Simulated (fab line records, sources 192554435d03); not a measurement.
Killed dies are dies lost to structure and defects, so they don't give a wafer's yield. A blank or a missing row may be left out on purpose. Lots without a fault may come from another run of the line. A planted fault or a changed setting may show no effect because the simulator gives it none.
fab line records | flow n5_finfet
record lots=7 wafers=21
route steps=1938 shown WELL_APT@21 FIN_CUT@173 SD_EPI_N@264 SD_EPI_P@321 SD_ACTIVATION@330
start_h: hours from the record's first day to the start of the lot's first wafer shown | wait_h: hours since the lot's step before | " the same as in the row above | L1.1+2: a row that stands for several wafers | - no value, or no start given | * or withheld: withheld | < > ~ a bound
route shown NAME@n: a module of which the file shows steps, and the number in the route of the first | usual: mean/standard deviation of fault-free wafers | same: alike in all rows | chamber/n: place in a boat | sites: the reading at each site | _std_site: their standard deviation | _edge_site: outer sites' mean less inner sites' | radius_mm: how far each site lies from the wafer's centre | mask NAME#n: copy n | behind: the tool/chamber that last shaped the wafer | hold: why the lot was held/for how many hours/how that ended | device: the transistor (n, p or np) that didn't switch | end of line: the same wafers' tests at the end of the route | a step without rows: its recipe alone | killed: dies lost to structure and defects at the first sort, not the wafer's yield | map: a wafer's dies, x killed, . not, _ none there
set.NAME: the setting as run; set.NAME@STEP: as run at that earlier step | model.NAME: the simulator's own value behind a step, which no gauge read
lots whose settings were changed on purpose; a table a step, a row a wafer
## steps
# step N5_WELL_APT_COAT_02
# recipe spin_rpm=1357 resist_thk_nm=950
# columns lot.wafer tool chamber start_h wait_h set.spin_rpm model.coat_of_WELL_APT_COAT_02.thk_nm
L074.1 litho_track-02 0 - - 1357 954
L074.2 " 0 " " 1472 915.7
L074.3 " 0 " " 1357 954.9
L079.2 litho_track-03 0 - - 1357 948
L079.4 " 0 " " 1357 948.9
L079.6 " 0 " " 1357 948.2
L083.2 litho_track-02 0 - - 1299 974.4
L083.3 " 0 " " 1357 953.4
L083.4 " 0 " " 1357 952.9
L087.4 litho_track-03 0 - - 1479 910.1
L087.5 " 0 " " 1357 949.4
L087.6 " 0 " " 1479 908.8
L092.1 litho_track-05 0 - - 1357 949.3
L092.3 " 0 " " 1357 947.9
L092.4 " 0 " " 1501 901.7
L094.3 litho_track-05 0 - - 1250 985.4
L094.5 " 0 " " 1250 986.6
L094.6 " 0 " " 1250 989.7
L095.1 litho_track-05 0 - - 1357 943.2
L095.3 " 0 " " 1357 947.5
L095.4 " 0 " " 1357 945.7
# step N5_WELL_APT_PEB_06
# recipe peb_temp_c=130 peb_time_s=90
# columns lot.wafer tool chamber start_h wait_h set.peb_time_s
L074.1+2+3 litho_track-02 0 13.88 0.1 90
L079.2+4+6 litho_track-03 0 43.57 0.0 90
L083.2+3+4 litho_track-05 0 67.88 0.0 71.19
L087.4+5+6 litho_track-02 0 91.70 0.0 90
L092.1+3 litho_track-03 0 121.74 0.1 90
L092.4 " 0 " " 73.06
L094.3 litho_track-03 0 133.69 0.0 90
L094.5+6 " 0 " " 102.3
L095.1+3+4 litho_track-02 0 139.87 0.1 98.36
# step N5_WELL_APT_DEVELOP_07
# recipe develop_time_s=45 rinse_liquid=surfactant_rinse dry=air_spin dev_temp_c=21
# step N5_WELL_APT_HARDBAKE_12
# recipe temp_c=130 time_s=120
# step N5_WELL_APT_CD_MEAS_08
# recipe target_cd_nm=200 landing_energy_ev=500 detector=se_inlens
# usual cd_nm=199.7/2.1
# columns lot.wafer tool chamber start_h wait_h set.peb_time_s@WELL_APT_PEB_06 cd_nm
L074.1 cd_sem-03 0 14.00 - 90 202.2
L074.2 " 0 " " 90 201.6
L074.3 " 0 " " 90 200.6
L079.2 cd_sem-01 0 43.69 - 90 201.3
L079.4 " 0 " " 90 201.2
L079.6 " 0 " " 90 199.0
L083.2 cd_sem-02 0 67.99 - 71.19 192.9
L083.3 " 0 " " 71.19 191.4
L083.4 " 0 " " 71.19 192.1
L087.4 cd_sem-01 0 91.82 - 90 201.7
L087.5 " 0 " " 90 197.1
L087.6 " 0 " " 90 198.9
L092.1 cd_sem-03 0 121.85 - 90 201.6
L092.3 " 0 " " 90 198.9
L092.4 " 0 " " 73.06 191.9
L094.3 cd_sem-01 0 133.81 - 90 197.3
L094.5 " 0 " " 102.3 202.5
L094.6 " 0 " " 102.3 203.8
L095.1 cd_sem-03 0 139.98 - 98.36 203.1
L095.3 " 0 " " 98.36 200.9
L095.4 " 0 " " 98.36 204.0
# step N5_WELL_APT_DESCUM_13
# recipe chemistry=O2 time_s=7.9 source_power_w=50 bias_power_w=20 pressure_mtorr=20 rf_frequency_hz=2.712e+07 temp_c=40 o2_flow_sccm=225
# columns lot.wafer tool chamber start_h wait_h set.peb_time_s@WELL_APT_PEB_06 model.WELL_APT.cd_nm
L074.1 rie_diel-04 0 14.09 0.0 90 201.9
L074.2 " 1 " " 90 202
L074.3 " 3 " " 90 201
L079.2 rie_diel-01 3 43.78 0.0 90 201.4
L079.4 " 1 " " 90 201.2
L079.6 " 2 " " 90 198.6
L083.2 rie_diel-05 2 68.12 0.0 71.19 193
L083.3 " 3 " " 71.19 191.6
L083.4 " 1 " " 71.19 191.9
L087.4 rie_diel-04 1 91.92 0.0 90 201.5
L087.5 " 1 " " 90 197.3
L087.6 " 2 " " 90 199.1
L092.1 rie_diel-05 2 122.16 0.2 90 201.8
L092.3 " 0 " " 90 199.1
L092.4 " 2 " " 73.06 192.2
L094.3 rie_diel-01 1 134.29 0.4 90 197
L094.5 " 3 " " 102.3 202.7
L094.6 " 0 " " 102.3 203.6
L095.1 rie_diel-05 3 140.20 0.2 98.36 203
L095.3 " 2 " " 98.36 201.1
L095.4 " 1 " " 98.36 203.9
# step N5_WELL_APT_EXPOSE_22
# recipe mask_id=PWELL na=0.8 source_shape=conventional sigma_outer=0.8 polarization=unpolarized defocus_nm=0 target_cd_nm=200 dose_mj=23.2
# columns lot.wafer tool chamber start_h wait_h mask set.dose_mj
L074.1+2 krf_scanner-01 0 15.07 - PWELL#0 23.2
L074.3 " 0 " " PWELL#0 24.76
L079.2+4+6 krf_scanner-02 0 44.64 - PWELL#0 23.2
L083.2 krf_scanner-02 0 69.11 - PWELL#0 24.38
L083.3+4 " 0 " " PWELL#0 23.2
L087.4+6 krf_scanner-01 0 92.93 - PWELL#0 23.74
L087.5 " 0 " " PWELL#0 23.2
L092.1+3 krf_scanner-02 0 123.15 - PWELL#0 23.2
L092.4 " 0 " " PWELL#0 21.6
L094.3+6 krf_scanner-02 0 135.30 - PWELL#0 22.02
L094.5 " 0 " " PWELL#0 23.2
L095.1+4 krf_scanner-01 0 141.46 - PWELL#0 23.2
L095.3 " 0 " " PWELL#0 22
# step N5_WELL_APT_DEVELOP_24
# recipe develop_time_s=45 rinse_liquid=surfactant_rinse dry=air_spin dev_temp_c=21
# columns lot.wafer tool chamber start_h wait_h set.develop_time_s
L074.1+3 litho_track-05 0 - - 39.53
L074.2 " 0 " " 45
L079.2+4+6 litho_track-02 0 - - 45
L083.2+3+4 litho_track-05 0 - - 45
L087.4+5 litho_track-05 0 - - 45
L087.6 " 0 " " 52.51
L092.1 litho_track-02 0 - - 35.91
L092.3+4 " 0 " " 45
L094.3+6 litho_track-02 0 - - 45
L094.5 " 0 " " 51.21
L095.1+4 litho_track-03 0 - - 40.36
L095.3 " 0 " " 45
# step N5_WELL_APT_HARDBAKE_29
# recipe temp_c=130 time_s=120
# step N5_WELL_APT_CD_MEAS_25
# recipe target_cd_nm=200 landing_energy_ev=500 detector=se_inlens
# usual cd_nm=200.0/2.7
# columns lot.wafer tool chamber start_h wait_h set.dose_mj@WELL_APT_EXPOSE_22 cd_nm
L074.1 cd_sem-03 0 15.24 - 23.2 197.0
L074.2 " 0 " " 23.2 201.8
L074.3 " 0 " " 24.76 212.1
L079.2 cd_sem-02 0 44.81 - 23.2 198.9
L079.4 " 0 " " 23.2 198.5
L079.6 " 0 " " 23.2 201.7
L083.2 cd_sem-03 0 69.27 - 24.38 212.7
L083.3 " 0 " " 23.2 204.2
L083.4 " 0 " " 23.2 201.2
L087.4 cd_sem-02 0 93.08 - 23.74 203.1
L087.5 " 0 " " 23.2 202.3
L087.6 " 0 " " 23.74 206.6
L092.1 cd_sem-03 0 123.32 - 23.2 196.9
L092.3 " 0 " " 23.2 201.9
L092.4 " 0 " " 21.6 181.3
L094.3 cd_sem-02 0 135.46 - 22.02 190.7
L094.5 " 0 " " 23.2 195.2
L094.6 " 0 " " 22.02 190.5
L095.1 cd_sem-01 0 141.63 - 23.2 198.1
L095.3 " 0 " " 22 189.2
L095.4 " 0 " " 23.2 200.6
# step N5_WELL_APT_DESCUM_30
# recipe chemistry=O2 time_s=7.9 source_power_w=50 bias_power_w=20 pressure_mtorr=20 rf_frequency_hz=2.712e+07 temp_c=40 o2_flow_sccm=225
# columns lot.wafer tool chamber start_h wait_h set.dose_mj@WELL_APT_EXPOSE_22 model.WELL_APT.cd_nm
L074.1 rie_diel-05 3 15.33 0.0 23.2 197.8
L074.2 " 1 " " 23.2 201.5
L074.3 " 0 " " 24.76 212.7
L079.2 rie_diel-04 2 44.89 0.0 23.2 198.7
L079.4 " 2 " " 23.2 198.3
L079.6 " 3 " " 23.2 201.7
L083.2 rie_diel-01 3 69.36 0.0 24.38 212.4
L083.3 " 1 " " 23.2 203.9
L083.4 " 0 " " 23.2 201.5
L087.4 rie_diel-04 2 93.17 0.0 23.74 202.8
L087.5 " 0 " " 23.2 202.5
L087.6 " 1 " " 23.74 206.6
L092.1 rie_diel-05 2 123.41 0.0 23.2 196.9
L092.3 " 0 " " 23.2 202.1
L092.4 " 2 " " 21.6 181.6
L094.3 rie_diel-01 2 135.54 0.0 22.02 190.9
L094.5 " 3 " " 23.2 195
L094.6 " 0 " " 22.02 190.6
L095.1 rie_diel-05 2 141.72 0.0 23.2 198.2
L095.3 " 1 " " 22 189.1
L095.4 " 0 " " 23.2 200.7
# step N5_FIN_CUT_CUT_ETCH_26
# recipe chemistry=CH3F/O2 target=SiNx target_depth_a=390 mask_material=SOC time_s=55.7 pressure_mtorr=30 source_w=395 bias_w=73 Ar_flow_sccm=150 CH3F_flow_sccm=30 O2_flow_sccm=20 ion_energy_ev=120
# columns lot.wafer tool chamber start_h wait_h set.source_w model.etch.depth_nm
L074.1 rie_diel-06 2 29.18 0.0 395 37.65
L074.2 " 0 " " 458.2 40.56
L074.3 " 1 " " 458.2 40.58
L079.2 rie_diel-06 0 56.78 0.0 395 38.28
L079.4 " 1 " " 395 38.17
L079.6 " 2 " " 395 37.79
L083.2 rie_diel-02 0 83.17 0.0 427.9 40.71
L083.3 " 2 " " 395 38.51
L083.4 " 2 " " 395 38.87
L087.4 rie_diel-03 1 107.65 0.0 395 40.3
L087.5 " 1 " " 449.2 42.1
L087.6 " 2 " " 395 39.61
L092.1 rie_diel-02 3 135.30 0.0 350.1 37.36
L092.3 " 0 " " 395 39.8
L092.4 " 2 " " 350.1 36.67
L094.3 rie_diel-06 0 148.44 0.0 395 38.48
L094.5 " 1 " " 395 39.48
L094.6 " 0 " " 395 38.31
L095.1 rie_diel-06 3 154.13 0.0 428.7 39.98
L095.3 " 2 " " 395 38.41
L095.4 " 1 " " 428.7 40.18
# step N5_SD_EPI_N_COAT_03
# recipe resist=CAR-ArF-block spin_rpm=1500 resist_thk_nm=150
# columns lot.wafer tool chamber start_h wait_h set.spin_rpm model.CAR-ArF-block_of_SD_EPI_N_COAT_03.thk_nm
L074.1+3 litho_track-05 0 - - 1584 145.2
L074.2 " 0 " " 1584 145.4
L079.2+4 litho_track-02 0 - - 1500 150.2
L079.6 " 0 " " 1500 150
L083.2 litho_track-05 0 - - 1557 147
L083.3 " 0 " " 1500 149.2
L083.4 " 0 " " 1557 146
L087.4+6 litho_track-02 0 - - 1500 149.4
L087.5 " 0 " " 1500 149.2
L092.1 litho_track-03 0 - - 1500 150
L092.3+4 " 0 " " 1555 147.4
L094.3+5 litho_track-03 0 - - 1452 153
L094.6 " 0 " " 1500 150.4
L095.1 litho_track-02 0 - - 1613 145.4
L095.3+4 " 0 " " 1500 150.6
# step N5_SD_EPI_N_EBR_05
# recipe solvent=PGMEA ebr_width_mm=1.5
# step N5_SD_EPI_N_SOFTBAKE_04
# recipe temp_c=110 time_s=60 resist=CAR-ArF-block
# step N5_SD_EPI_N_EXPOSE_06
# recipe mask_id=SD_N_BLK na=1.35 source_shape=conventional sigma_outer=0.8 polarization=unpolarized target_cd_nm=120 dose_mj=39.75
# step N5_SD_EPI_N_PEB_07
# recipe peb_temp_c=110 peb_time_s=60 resist=CAR-ArF-block
# step N5_SD_EPI_N_DEVELOP_08
# recipe develop_time_s=30 developer=TMAH resist=CAR-ArF-block dev_temp_c=23 rinse_liquid=diw dry=air_spin
# columns lot.wafer tool chamber start_h wait_h set.spin_rpm@SD_EPI_N_COAT_03 model.CAR-ArF-block_of_SD_EPI_N_COAT_03.thk_nm
L074.1+3 litho_track-05 0 - - 1584 143.6
L074.2 " 0 " " 1584 143.8
L079.2+4 litho_track-02 0 - - 1500 148.6
L079.6 " 0 " " 1500 148.4
L083.2 litho_track-05 0 - - 1557 145.2
L083.3 " 0 " " 1500 147.4
L083.4 " 0 " " 1557 144.2
L087.4 litho_track-05 0 - - 1500 147.8
L087.5+6 " 0 " " 1500 147.6
L092.1 litho_track-02 0 - - 1500 148.4
L092.3+4 " 0 " " 1555 145.6
L094.3+5 litho_track-02 0 - - 1452 151.2
L094.6 " 0 " " 1500 148.6
L095.1 litho_track-02 0 - - 1613 143.6
L095.3 " 0 " " 1500 148.8
L095.4 " 0 " " 1500 149
# step N5_SD_EPI_N_DESCUM_14
# recipe chemistry=O2 time_s=7.9 source_power_w=50 bias_power_w=20 pressure_mtorr=20 rf_frequency_hz=2.712e+07 temp_c=40 resist=CAR-ArF-block o2_flow_sccm=225
# step N5_SD_EPI_N_ETCH_34
# recipe chemistry=CF4 target=SiARC target_depth_a=455 mask_material=CAR-ArF-block time_s=75.8 ion_energy_ev=80 pressure_mtorr=40 source_w=545 bias_w=36 Ar_flow_sccm=100 cf4_flow_sccm=100 ends=cleared
# columns lot.wafer tool chamber start_h wait_h set.spin_rpm@SD_EPI_N_COAT_03 model.CAR-ArF-block_of_SD_EPI_N_COAT_03.thk_nm
L074.1+2+3 rie_diel-01 3,0,1 51.69 0.0 1584 106.4
L079.2 rie_diel-05 1 78.42 0.0 1500 111.4
L079.4 " 0 " " 1500 111
L079.6 " 1 " " 1500 111.2
L083.2 rie_diel-01 0 107.76 0.0 1557 108
L083.3 " 3 " " 1500 110.4
L083.4 " 2 " " 1557 107
L087.4 rie_diel-05 2 129.84 0.0 1500 110.6
L087.5+6 " 0,3 " " 1500 110.2
L092.1 rie_diel-05 1 156.05 0.0 1500 111.2
L092.3 " 0 " " 1555 108.2
L092.4 " 2 " " 1555 108.4
L094.3+5 rie_diel-01 3,2 171.26 0.0 1452 114
L094.6 " 1 " " 1500 111.4
L095.1 rie_diel-05 1 179.87 0.0 1613 106.2
L095.3+4 " 3,0 " " 1500 111.4
# step N5_SD_EPI_N_EPI_21
# recipe material=Si:P dopant=P temp_c=680 pressure_torr=255 time_s=690
# columns lot.wafer tool chamber start_h wait_h set.temp_c model.Si-P_of_SD_EPI_N_EPI_21.thk_nm
L074.1 epi_rpcvd-02 0 53.33 0.1 678.7 58.6
L074.2 " 0 " " 680 60
L074.3 " 0 " " 678.7 58
L079.2 epi_rpcvd-03 0 80.34 0.4 680 60.2
L079.4 " 0 " " 680 60.6
L079.6 " 0 " " 680 60.4
L083.2 epi_rpcvd-02 0 109.69 0.4 680 59.2
L083.3 " 0 " " 681.6 60
L083.4 " 0 " " 681.6 61.2
L087.4+5 epi_rpcvd-03 0 132.29 0.9 680 59
L087.6 " 0 " " 680 59.2
L092.1 epi_rpcvd-01 0 157.87 0.2 680 58.8
L092.3 " 0 " " 680 59.2
L092.4 " 0 " " 683.6 62.6
L094.3 epi_rpcvd-01 0 173.84 0.9 680 60.4
L094.5 " 0 " " 680 59.6
L094.6 " 0 " " 675.3 55
L095.1 epi_rpcvd-02 0 181.51 0.1 680 59.4
L095.3 " 0 " " 683 62.8
L095.4 " 0 " " 680 59
# step N5_SD_EPI_N_PRECLEAN_24
# recipe chemistry=O3/DIW time_s=60 temp_c=22 o3_ppm=10
# columns lot.wafer tool chamber start_h wait_h set.temp_c@SD_EPI_N_EPI_21 model.Si-P_of_SD_EPI_N_EPI_21.thk_nm
L074.1 wet_bench-01 2 55.08 0.0 678.7 58.2
L074.2 " 7 " " 680 59.6
L074.3 " 5 " " 678.7 57.6
L079.2 wet_bench-01 5 81.81 0.0 680 59.8
L079.4 " 4 " " 680 60.2
L079.6 " 7 " " 680 60
L083.2 wet_bench-01 5 111.16 0.0 680 58.8
L083.3 " 4 " " 681.6 59.6
L083.4 " 7 " " 681.6 60.8
L087.4+5 wet_bench-04 4,6 133.21 0.0 680 58.6
L087.6 " 5 " " 680 58.8
L092.1 wet_bench-06 0 160.18 0.0 680 58.4
L092.3 " 1 " " 680 58.8
L092.4 " 7 " " 683.6 62
L094.3 wet_bench-06 3 175.40 0.0 680 60
L094.5 " 7 " " 680 59.2
L094.6 " 2 " " 675.3 54.6
L095.1 wet_bench-06 1 183.26 0.0 680 59
L095.3 " 5 " " 683 62.4
L095.4 " 0 " " 680 58.6
# step N5_SD_EPI_N_SRD_25
# recipe time_s=30 temp_c=23 rinse_liquid=diw dry=ipa_marangoni
# step N5_SD_EPI_N_PRECLEAN_49
# recipe chemistry=NF3:NH3 afs_cycles=1 temp_c=30 time_s=20 sublimation_temp_c=180 sublimation_time_s=60 pressure_torr=3 rf_power_w=30
# step N5_SD_EPI_P_EPI_21
# recipe material=SiGe:B dopant=B temp_c=550 pressure_torr=20 ambient=H2 time_s=355
# step N5_SD_EPI_P_HM_STRIP_48
# recipe chemistry=H3PO4 temp_c=160 material=SiNx target=SiNx target_depth_a=30 overetch_fraction=0.3
# columns lot.wafer tool chamber start_h wait_h set.temp_c@SD_EPI_N_EPI_21 model.Si-P_of_SD_EPI_N_EPI_21.thk_nm
L074.1 wet_bench-02 2 59.70 0.0 678.7 58
L074.2 " 7 " " 680 59.2
L074.3 " 1 " " 678.7 57.4
L079.2 wet_bench-03 3 86.39 0.0 680 59.4
L079.4 " 5 " " 680 60
L079.6 " 4 " " 680 59.8
L083.2 wet_bench-05 5 115.97 0.0 680 58.6
L083.3 " 0 " " 681.6 59.4
L083.4 " 2 " " 681.6 60.6
L087.4 wet_bench-02 7 137.80 0.0 680 58.2
L087.5 " 4 " " 680 58.4
L087.6 " 0 " " 680 58.6
L092.1 wet_bench-03 2 164.91 0.0 680 58.2
L092.3 " 3 " " 680 58.4
L092.4 " 7 " " 683.6 61.8
L094.3 wet_bench-02 1 180.93 0.0 680 59.6
L094.5 " 4 " " 680 58.8
L094.6 " 3 " " 675.3 54.4
L095.1 wet_bench-02 4 187.91 0.0 680 58.6
L095.3 " 2 " " 683 62
L095.4 " 5 " " 680 58.4
# step N5_SD_EPI_P_SRD_49
# recipe dry=ipa_marangoni time_s=30 temp_c=23 rinse_liquid=diw
# step N5_SD_EPI_P_PRECLEAN_24
# recipe chemistry=O3/DIW time_s=45 temp_c=22 o3_ppm=10
# step N5_SD_ACTIVATION_RTA_00
# recipe temp_c=975 time_s=0 ambient=N2 idle_temp_c=600 ramp_up_c_per_s=150 ramp_down_c_per_s=60 cool_to_c=600
# step N5_SD_ACTIVATION_LSA_01
# recipe temp_c=1080 time_s=0.0008 ambient=N2
# step N5_SD_ACTIVATION_RS_MEAS_03
# recipe thk_meas_gauge=four-point-probe
# usual RS_SD_N=21.82/0.27 RS_SD_P=56.0/0.78
# columns lot.wafer tool chamber start_h wait_h set.temp_c@SD_EPI_N_EPI_21 RS_SD_N[ohm/sq] RS_SD_P[ohm/sq]
L074.1 film_metro-01 - 60.38 0.2 678.7 21.86 55.7
L074.2 " - " " 680 21.56 56.3
L074.3 " - " " 678.7 22.17 55.8
L079.2 film_metro-01 - 87.20 0.2 680 21.64 57.3
L079.4 " - " " 680 21.48 56.2
L079.6 " - " " 680 21.50 56.6
L083.2 film_metro-02 - 116.56 0.2 680 21.89 56.4
L083.3 " - " " 681.6 21.64 55.9
L083.4 " - " " 681.6 21.24 56.4
L087.4 film_metro-02 - 138.43 0.1 680 22.12 54.4
L087.5 " - " " 680 22.05 53.2
L087.6 " - " " 680 22.01 54.4
L092.1 film_metro-01 - 165.47 0.2 680 22.19 55.5
L092.3 " - " " 680 22.09 55.3
L092.4 " - " " 683.6 20.90 55.4
L094.3 film_metro-02 - 181.54 0.2 680 21.43 56.5
L094.5 " - " " 680 21.67 57.0
L094.6 " - " " 675.3 23.40 57.0
L095.1 film_metro-01 - 188.48 0.2 680 21.73 55.9
L095.3 " - " " 683 20.80 56.3
L095.4 " - " " 680 21.84 56.9
## key
split step=N5_WELL_APT_COAT_02 setting=spin_rpm stated=1357 by=wafer
response step=N5_WELL_APT_COAT_02 reading=model.coat_of_WELL_APT_COAT_02.thk_nm change=-4.5 per=1% r=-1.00
split step=N5_WELL_APT_PEB_06 setting=peb_time_s stated=90 by=wafer
response step=N5_WELL_APT_CD_MEAS_08 reading=cd_nm change=+0.439 per=1% r=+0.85
response step=N5_WELL_APT_DESCUM_13 reading=model.WELL_APT.cd_nm change=+0.441 per=1% r=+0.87
split step=N5_WELL_APT_EXPOSE_22 setting=dose_mj stated=23.2 by=wafer
response step=N5_WELL_APT_CD_MEAS_25 reading=cd_nm change=+1.95 per=1% r=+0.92
response step=N5_WELL_APT_DESCUM_30 reading=model.WELL_APT.cd_nm change=+1.93 per=1% r=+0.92
split step=N5_WELL_APT_DEVELOP_24 setting=develop_time_s stated=45 by=wafer
response none clear
split step=N5_FIN_CUT_CUT_ETCH_26 setting=source_w stated=395 by=wafer
response step=N5_FIN_CUT_CUT_ETCH_26 reading=model.etch.depth_nm change=+0.194 per=1% r=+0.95
split step=N5_SD_EPI_N_COAT_03 setting=spin_rpm stated=1500 by=wafer
response step=N5_SD_EPI_N_COAT_03 reading=model.CAR-ArF-block_of_SD_EPI_N_COAT_03.thk_nm change=-0.709 per=1% r=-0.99
response step=N5_SD_EPI_N_DEVELOP_08 reading=model.CAR-ArF-block_of_SD_EPI_N_COAT_03.thk_nm change=-0.725 per=1% r=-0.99
response step=N5_SD_EPI_N_ETCH_34 reading=model.CAR-ArF-block_of_SD_EPI_N_COAT_03.thk_nm change=-0.729 per=1% r=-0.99
split step=N5_SD_EPI_N_EPI_21 setting=temp_c stated=680 by=wafer
response step=N5_SD_EPI_N_EPI_21 reading=model.Si-P_of_SD_EPI_N_EPI_21.thk_nm change=+7.28 per=1% r=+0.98
response step=N5_SD_EPI_N_PRECLEAN_24 reading=model.Si-P_of_SD_EPI_N_EPI_21.thk_nm change=+7.18 per=1% r=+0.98
response step=N5_SD_EPI_P_HM_STRIP_48 reading=model.Si-P_of_SD_EPI_N_EPI_21.thk_nm change=+7.02 per=1% r=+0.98
response step=N5_SD_ACTIVATION_RS_MEAS_03 reading=RS_SD_N change=-2.46 per=1% r=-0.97
